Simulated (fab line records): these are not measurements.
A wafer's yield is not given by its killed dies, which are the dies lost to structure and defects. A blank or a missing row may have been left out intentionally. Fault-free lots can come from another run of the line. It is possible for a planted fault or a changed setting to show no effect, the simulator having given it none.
What tool caused it? | flow n5-finfet | 23 lots, 69 wafers sampled, at 3 steps of a route of 1938

WHAT THE GAUGES READ, wafer by wafer
N5_BEOL_M7_INSPECT_13: inspects for defects (brightfield).
lot  | measured     | on                | raw-defect-count
L075 | day 8 16:13  | defect-inspect-01 | 397 379 472
L074 | day 9 00:42  | defect-inspect-02 | 720 484 570
L076 | day 9 12:25  | defect-inspect-01 | 280 268 409
L077 | day 9 15:30  | defect-inspect-01 | 418 393 415
L079 | day 9 21:29  | defect-inspect-02 | 541 358 440
L078 | day 10 03:37 | defect-inspect-02 | 473 453 411
L080 | day 10 04:56 | defect-inspect-02 | 386 498 455
L081 | day 10 08:19 | defect-inspect-01 | 513 318 305
L082 | day 10 15:38 | defect-inspect-01 | 226 330 377
L083 | day 10 20:23 | defect-inspect-01 | 305 379 316
L084 | day 11 11:54 | defect-inspect-02 | 293 481 379
L087 | day 12 05:09 | defect-inspect-01 | 354 469 512
L086 | day 12 09:00 | defect-inspect-01 | 330 308 374
L085 | day 12 09:52 | defect-inspect-02 | 410 520 491
L088 | day 13 04:22 | defect-inspect-01 | 399 385 403
L089 | day 13 04:38 | defect-inspect-01 | 457 337 378
L091 | day 13 05:04 | defect-inspect-01 | 290 217 228
L090 | day 13 06:46 | defect-inspect-02 | 518 523 527
L092 | day 13 07:29 | defect-inspect-01 | 727 412 657
L094 | day 13 12:02 | defect-inspect-02 | 365 557 409
L095 | day 14 06:35 | defect-inspect-01 | 535 476 426
L096 | day 14 11:17 | defect-inspect-02 | 276 303 302
L097 | day 15 01:48 | defect-inspect-02 | 436 419 441

WHAT TOOL EACH LOT RAN ON (gives the tool, then ch and the chambers of the sampled wafers, and finally the start)
lot  | N5_BEOL_M6_PRE_CLEAN_45      | N5_BEOL_M7_HM_DEP_02
L075 | pvd-sputter-02, day 8 10:55  | pvd-sputter-01, day 8 15:40
L074 | pvd-sputter-01, day 8 18:52  | pvd-sputter-02, day 9 00:08
L076 | pvd-sputter-01, day 9 07:07  | pvd-sputter-02, day 9 11:52
L077 | pvd-sputter-03, day 9 10:52  | pvd-sputter-03, day 9 15:04
L079 | pvd-sputter-01, day 9 18:03  | pvd-sputter-03, day 9 21:02
L078 | pvd-sputter-03, day 10 00:10 | pvd-sputter-03, day 10 03:12
L080 | pvd-sputter-03, day 10 00:55 | pvd-sputter-03, day 10 04:23
L081 | pvd-sputter-03, day 10 03:42 | pvd-sputter-01, day 10 07:46
L082 | pvd-sputter-01, day 10 12:40 | pvd-sputter-03, day 10 15:04
L083 | pvd-sputter-01, day 10 15:49 | pvd-sputter-01, day 10 19:58
L084 | pvd-sputter-03, day 11 07:01 | pvd-sputter-02, day 11 11:21
L087 | pvd-sputter-01, day 12 00:23 | pvd-sputter-01, day 12 04:41
L086 | pvd-sputter-03, day 12 04:18 | pvd-sputter-01, day 12 08:34
L085 | pvd-sputter-01, day 12 04:34 | pvd-sputter-01, day 12 09:19
L088 | pvd-sputter-01, day 13 01:03 | pvd-sputter-03, day 13 03:56
L089 | pvd-sputter-01, day 13 01:10 | pvd-sputter-01, day 13 04:05
L091 | pvd-sputter-02, day 13 01:52 | pvd-sputter-01, day 13 04:38
L090 | pvd-sputter-03, day 13 03:42 | pvd-sputter-03, day 13 06:13
L092 | pvd-sputter-01, day 13 04:01 | pvd-sputter-02, day 13 06:56
L094 | pvd-sputter-02, day 13 08:29 | pvd-sputter-02, day 13 11:29
L095 | pvd-sputter-02, day 14 02:22 | pvd-sputter-03, day 14 06:02
L096 | pvd-sputter-03, day 14 06:10 | pvd-sputter-02, day 14 10:44
L097 | pvd-sputter-02, day 14 19:23 | pvd-sputter-02, day 14 23:46
- N5_BEOL_M6_PRE_CLEAN_45: time 30 s.
- N5_BEOL_M7_HM_DEP_02: deposits TiN, target thk 20 nm.

WHAT THE TOOLS THEMSELVES READ (means of the sampled wafers that have a number; where no wafer has one, the mark that the record gives instead)
N5_BEOL_M6_PRE_CLEAN_45.
lot  | tool           | heater-power-w (W)
L075 | pvd-sputter-02 | 354
L074 | pvd-sputter-01 | 322
L076 | pvd-sputter-01 | 308
L077 | pvd-sputter-03 | 352
L079 | pvd-sputter-01 | 329
L078 | pvd-sputter-03 | 344
L080 | pvd-sputter-03 | 336
L081 | pvd-sputter-03 | 320
L082 | pvd-sputter-01 | 317
L083 | pvd-sputter-01 | 335
L084 | pvd-sputter-03 | 343
L087 | pvd-sputter-01 | 351
L086 | pvd-sputter-03 | 340
L085 | pvd-sputter-01 | 328
L088 | pvd-sputter-01 | 322
L089 | pvd-sputter-01 | 344
L091 | pvd-sputter-02 | 312
L090 | pvd-sputter-03 | 338
L092 | pvd-sputter-01 | 358
L094 | pvd-sputter-02 | 312
L095 | pvd-sputter-02 | 308
L096 | pvd-sputter-03 | 337
L097 | pvd-sputter-02 | 335

N5_BEOL_M7_HM_DEP_02.
lot  | tool           | throttle-valve-pct (%)
L075 | pvd-sputter-01 | 29.2
L074 | pvd-sputter-02 | 30.1
L076 | pvd-sputter-02 | 30.2
L077 | pvd-sputter-03 | 30.3
L079 | pvd-sputter-03 | 29.8
L078 | pvd-sputter-03 | 31.2
L080 | pvd-sputter-03 | 30.4
L081 | pvd-sputter-01 | 29.6
L082 | pvd-sputter-03 | 30.3
L083 | pvd-sputter-01 | 29.1
L084 | pvd-sputter-02 | 29.5
L087 | pvd-sputter-01 | 29.7
L086 | pvd-sputter-01 | 29.3
L085 | pvd-sputter-01 | 29.5
L088 | pvd-sputter-03 | 30.0
L089 | pvd-sputter-01 | 29.3
L091 | pvd-sputter-01 | 28.4
L090 | pvd-sputter-03 | 30.6
L092 | pvd-sputter-02 | 29.3
L094 | pvd-sputter-02 | 29.4
L095 | pvd-sputter-03 | 31.3
L096 | pvd-sputter-02 | 30.7
L097 | pvd-sputter-02 | 30.2

THE ANSWER, worked out from the rows above alone
Rule: usual is defined by the lots themselves. The widest of any qualifying gaps counts: lots, ordered by their means at a reading, are off when they make up no more than a third of the lots, leave a main group of 4 or more, and stand apart from it by 3 or more times the standard deviation of that group's means. The tables above print the reading to a certain number of digits; a main group whose means all agree to those digits is not used. Also off: a lot with no number at a reading for which 4 or more lots have one. Any other lot the step has rows for is counted as sound. The gauges are gone through in route order, then the tools' own readings, and for those a lot's mean is taken as printed above. The first step at which some lot is off is used, and at that step the reading that is off furthest; a lot without a number counts as furthest.
Across all readings shown, no lot is off: no conclusion can be drawn from this.

WHAT THE SIMULATOR HAD PUT IN
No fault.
